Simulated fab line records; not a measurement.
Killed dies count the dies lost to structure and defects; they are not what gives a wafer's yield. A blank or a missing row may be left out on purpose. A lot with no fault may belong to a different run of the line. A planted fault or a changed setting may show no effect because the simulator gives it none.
Which tool is to blame? / flow nand-harc / 13 lots, 39 wafers sampled, at 5 steps of a route of 1159

## WHAT EACH GAUGE READ, for each wafer
NHARC_A_BONDPAD_THK_MEAS_30: measures by ellipsometry. Usual: thk-nm reads 200.3 nm (standard deviation 1.6).
lot=L764; measured=day 18 03:56; on=film-metro-01; thk-nm (nm)=202.5 199.4 203.3; flag=
lot=L763; measured=day 18 04:28; on=film-metro-02; thk-nm (nm)=197.6 198.9 200.4; flag=
lot=L768; measured=day 18 14:01; on=film-metro-02; thk-nm (nm)=200.3 200.4 199.6; flag=
lot=L767; measured=day 18 14:38; on=film-metro-01; thk-nm (nm)=199.2 199.9 203.2; flag=
lot=L770; measured=day 19 17:26; on=film-metro-01; thk-nm (nm)=198.0 199.4 200.0; flag=
lot=L769; measured=day 19 18:19; on=film-metro-02; thk-nm (nm)=199.1 199.8 200.4; flag=
lot=L774; measured=day 20 05:37; on=film-metro-01; thk-nm (nm)=198.1 201.9 202.3; flag=
lot=L773; measured=day 20 17:17; on=film-metro-01; thk-nm (nm)=201.8 204.2 200.4; flag=
lot=L771; measured=day 20 17:35; on=film-metro-01; thk-nm (nm)=198.9 200.4 200.4; flag=
lot=L772; measured=day 21 03:58; on=film-metro-02; thk-nm (nm)=200.3 199.7 197.5; flag=
lot=L775; measured=day 22 00:22; on=film-metro-01; thk-nm (nm)=203.0 198.7 200.3; flag=
lot=L782; measured=day 22 19:08; on=film-metro-01; thk-nm (nm)=199.6 199.7 200.9; flag=
lot=L786; measured=day 23 22:05; on=film-metro-02; thk-nm (nm)=197.8 201.1 197.5; flag=

NHARC_THIN_TSV_CD_MEAS_33: the cd target is 5000 nm. Usual: cd-nm reads 4999.9 nm (standard deviation 1.9).
lot=L764; measured=day 21 21:59; on=cd-sem-01; cd-nm (nm)=5002.2 5002.4 5001.0; flag=
lot=L763; measured=day 21 23:40; on=cd-sem-03; cd-nm (nm)=4999.0 4998.8 5001.4; flag=
lot=L768; measured=day 22 04:55; on=cd-sem-01; cd-nm (nm)=4997.3 4997.8 5001.1; flag=
lot=L767; measured=day 22 06:26; on=cd-sem-02; cd-nm (nm)=5000.1 4999.7 4997.5; flag=
lot=L770; measured=day 22 07:16; on=cd-sem-01; cd-nm (nm)=5001.7 5000.5 4999.4; flag=
lot=L769; measured=day 22 08:44; on=cd-sem-02; cd-nm (nm)=4999.6 4999.6 4998.4; flag=
lot=L774; measured=day 22 08:21; on=cd-sem-03; cd-nm (nm)=5001.5 5002.8 5004.9; flag=
lot=L773; measured=day 22 08:54; on=cd-sem-03; cd-nm (nm)=5001.6 4998.8 5001.7; flag=
lot=L771; measured=day 22 09:33; on=cd-sem-01; cd-nm (nm)=5001.7 5001.5 5003.2; flag=
lot=L772; measured=day 22 10:07; on=cd-sem-02; cd-nm (nm)=4999.2 4997.9 5002.5; flag=
lot=L775; measured=day 23 01:38; on=cd-sem-02; cd-nm (nm)=5001.2 5001.2 4999.0; flag=
lot=L782; measured=day 23 19:41; on=cd-sem-03; cd-nm (nm)=5000.3 5000.8; flag=
lot=L786; measured=day 24 19:57; on=cd-sem-03; cd-nm (nm)=4999.1 5000.2 5000.3; flag=

NHARC_END_SORT_01. Usual: defect-limited-yield 95.6 %, standard deviation 1.6; killed-at-array 26, standard deviation 11; killed-at-other 0.4, standard deviation 0.78; killed-at-periphery 3.4, standard deviation 2.4; killed-dies 29, standard deviation 11; killed-open 3.1, standard deviation 1.9; killed-short 1.9, standard deviation 1.4; sort_bin_2_pct 1.3 %, standard deviation 0.63; sort_bin_3_pct 0.20 %, standard deviation 0.18; sort_bin_4_pct 2.8 %, standard deviation 1.1; sort-n-pass 648, standard deviation 11; sort-rim-yield-pct 95 %, standard deviation 3.4; sort-yield-pct 95.6 %, standard deviation 1.6.
lot=L782; measured=day 25 18:58; on=prober-02; defect-limited-yield (%)=0.3 91.6 92.6; killed-at-array=670 53 49; killed-at-other=0 0 0; killed-at-periphery=5 4 1; killed-dies=675 57 50; killed-open=3 5 2; killed-short=2 0 3; sort_bin_2_pct (%)=95.9 3.2 1.6; sort_bin_3_pct (%)=0.44 0.15 0; sort_bin_4_pct (%)=3.4 5.0 5.8; sort-n-pass=2 620 627; sort-rim-yield-pct (%)=0 95 90; sort-yield-pct (%)=0.3 91.6 92.6; flag=OFF

## WHICH TOOL RAN EACH LOT (tool, then ch and the chambers of the sampled wafers, then the start)
lot=L764; NHARC_A_BONDPAD_DEP_00=pecvd-03 ch 0,1, day 18 03:17; NHARC_A_BONDPAD_PVD_27=pvd-sputter-02, day 18 05:56
lot=L763; NHARC_A_BONDPAD_DEP_00=pecvd-02 ch 0,1, day 18 04:28 or earlier; NHARC_A_BONDPAD_PVD_27=pvd-sputter-01, day 18 06:28
lot=L768; NHARC_A_BONDPAD_DEP_00=pecvd-03 ch 0,1,2, day 18 13:26; NHARC_A_BONDPAD_PVD_27=pvd-sputter-03, day 18 15:52
lot=L767; NHARC_A_BONDPAD_DEP_00=pecvd-03 ch 0,2, day 18 14:01; NHARC_A_BONDPAD_PVD_27=pvd-sputter-02, day 18 16:35
lot=L770; NHARC_A_BONDPAD_DEP_00=pecvd-03 ch 0,1, day 19 16:50; NHARC_A_BONDPAD_PVD_27=pvd-sputter-03, day 19 19:26
lot=L769; NHARC_A_BONDPAD_DEP_00=pecvd-04 ch 0,1, day 19 17:44; NHARC_A_BONDPAD_PVD_27=pvd-sputter-02, day 19 20:22
lot=L774; NHARC_A_BONDPAD_DEP_00=pecvd-03 ch 0,1,2, day 20 04:59; NHARC_A_BONDPAD_PVD_27=pvd-sputter-03, day 20 07:35
lot=L773; NHARC_A_BONDPAD_DEP_00=pecvd-03 ch 0,1, day 20 16:40; NHARC_A_BONDPAD_PVD_27=pvd-sputter-03, day 20 20:28
lot=L771; NHARC_A_BONDPAD_DEP_00=pecvd-04 ch 0,1,2, day 20 17:35 or earlier; NHARC_A_BONDPAD_PVD_27=pvd-sputter-02, day 20 20:26
lot=L772; NHARC_A_BONDPAD_DEP_00=pecvd-04 ch 0,1, day 21 03:19; NHARC_A_BONDPAD_PVD_27=pvd-sputter-03, day 21 06:01
lot=L775; NHARC_A_BONDPAD_DEP_00=pecvd-04 ch 0,1,2, day 22 00:22 or earlier; NHARC_A_BONDPAD_PVD_27=pvd-sputter-03, day 22 04:23
lot=L782; NHARC_A_BONDPAD_DEP_00=pecvd-03 ch 0,1,2, day 22 18:28; NHARC_A_BONDPAD_PVD_27=pvd-sputter-03, day 22 21:13
lot=L786; NHARC_A_BONDPAD_DEP_00=pecvd-04 ch 1,2, day 23 22:05 or earlier; NHARC_A_BONDPAD_PVD_27=pvd-sputter-02, day 24 00:02
- NHARC_A_BONDPAD_DEP_00: deposits SiCN, target thk 250 nm.
- NHARC_A_BONDPAD_PVD_27: deposits Cu, target thk 30 nm, time 20.49 s.

## AS READ BY THE TOOLS THEMSELVES (means over the sampled wafers that have a number; for cases with no such wafer, the mark the record gives instead)
NHARC_A_BONDPAD_DEP_00. Usual: heater-power-w 564 W, standard deviation 120; rf-fwd-power-W 449.2 W, standard deviation 1.3.
lot=L764; tool=pecvd-03; heater-power-w (W)=550; rf-fwd-power-W (W)=448.0; flag=
lot=L763; tool=pecvd-02; heater-power-w (W)=592; rf-fwd-power-W (W)=449.3; flag=
lot=L768; tool=pecvd-03; heater-power-w (W)=627; rf-fwd-power-W (W)=449.6; flag=
lot=L767; tool=pecvd-03; heater-power-w (W)=664; rf-fwd-power-W (W)=449.5; flag=
lot=L770; tool=pecvd-03; heater-power-w (W)=544; rf-fwd-power-W (W)=449.0; flag=
lot=L769; tool=pecvd-04; heater-power-w (W)=621; rf-fwd-power-W (W)=448.1; flag=
lot=L774; tool=pecvd-03; heater-power-w (W)=555; rf-fwd-power-W (W)=449.1; flag=
lot=L773; tool=pecvd-03; heater-power-w (W)=651; rf-fwd-power-W (W)=450.2; flag=
lot=L771; tool=pecvd-04; heater-power-w (W)=515; rf-fwd-power-W (W)=448.3; flag=
lot=L772; tool=pecvd-04; heater-power-w (W)=640; rf-fwd-power-W (W)=449.4; flag=
lot=L775; tool=pecvd-04; heater-power-w (W)=560; rf-fwd-power-W (W)=448.7; flag=
lot=L782; tool=pecvd-03; heater-power-w (W)=575; rf-fwd-power-W (W)=448.7; flag=
lot=L786; tool=pecvd-04; heater-power-w (W)=689; rf-fwd-power-W (W)=450.4; flag=

NHARC_A_BONDPAD_PVD_27. Usual: throttle-valve-pct reads 29.9 % (standard deviation 0.98).
lot=L764; tool=pvd-sputter-02; throttle-valve-pct (%)=30.1; flag=
lot=L763; tool=pvd-sputter-01; throttle-valve-pct (%)=30.0; flag=
lot=L768; tool=pvd-sputter-03; throttle-valve-pct (%)=29.1; flag=
lot=L767; tool=pvd-sputter-02; throttle-valve-pct (%)=30.5; flag=
lot=L770; tool=pvd-sputter-03; throttle-valve-pct (%)=29.2; flag=
lot=L769; tool=pvd-sputter-02; throttle-valve-pct (%)=29.9; flag=
lot=L774; tool=pvd-sputter-03; throttle-valve-pct (%)=29.1; flag=
lot=L773; tool=pvd-sputter-03; throttle-valve-pct (%)=28.9; flag=
lot=L771; tool=pvd-sputter-02; throttle-valve-pct (%)=30.7; flag=
lot=L772; tool=pvd-sputter-03; throttle-valve-pct (%)=29.3; flag=
lot=L775; tool=pvd-sputter-03; throttle-valve-pct (%)=29.7; flag=
lot=L782; tool=pvd-sputter-03; throttle-valve-pct (%)=29.7; flag=
lot=L786; tool=pvd-sputter-02; throttle-valve-pct (%)=30.0; flag=

## THE ANSWER, worked out from the rows above alone
Rule: lot off if the mean of its wafers having a number is beyond 3 standard deviations from the usual mean. A lot without any number at a reading at which 4 lots or more have one is off too. Any other lot the step has rows for is counted as sound. After the gauges, taken in route order, come the tools' own readings; for these a lot's mean is taken, as printed above. The first step at which some lot is off is used, and at that step the reading that is off furthest; a lot without a number counts as furthest.
Off: L782 (NHARC_END_SORT_01, sort_bin_2_pct). Neither off nor sound, because the step has no rows for them: L764, L763, L768, L767, L770, L769, L774, L773, L771, L772, L775, L786.
If a tool, at a process step before that reading, ran all the lots that are off and no sound lot after the first of them, it fits. Those tools and the gauges at NHARC_END_SORT_01 are tried in the same way. Can't be told from this: 3 tools fit, pecvd-03 at NHARC_A_BONDPAD_DEP_00, pvd-sputter-03 at NHARC_A_BONDPAD_PVD_27, prober-02 at NHARC_END_SORT_01.

## WHAT HAD BEEN PUT IN BY THE SIMULATOR
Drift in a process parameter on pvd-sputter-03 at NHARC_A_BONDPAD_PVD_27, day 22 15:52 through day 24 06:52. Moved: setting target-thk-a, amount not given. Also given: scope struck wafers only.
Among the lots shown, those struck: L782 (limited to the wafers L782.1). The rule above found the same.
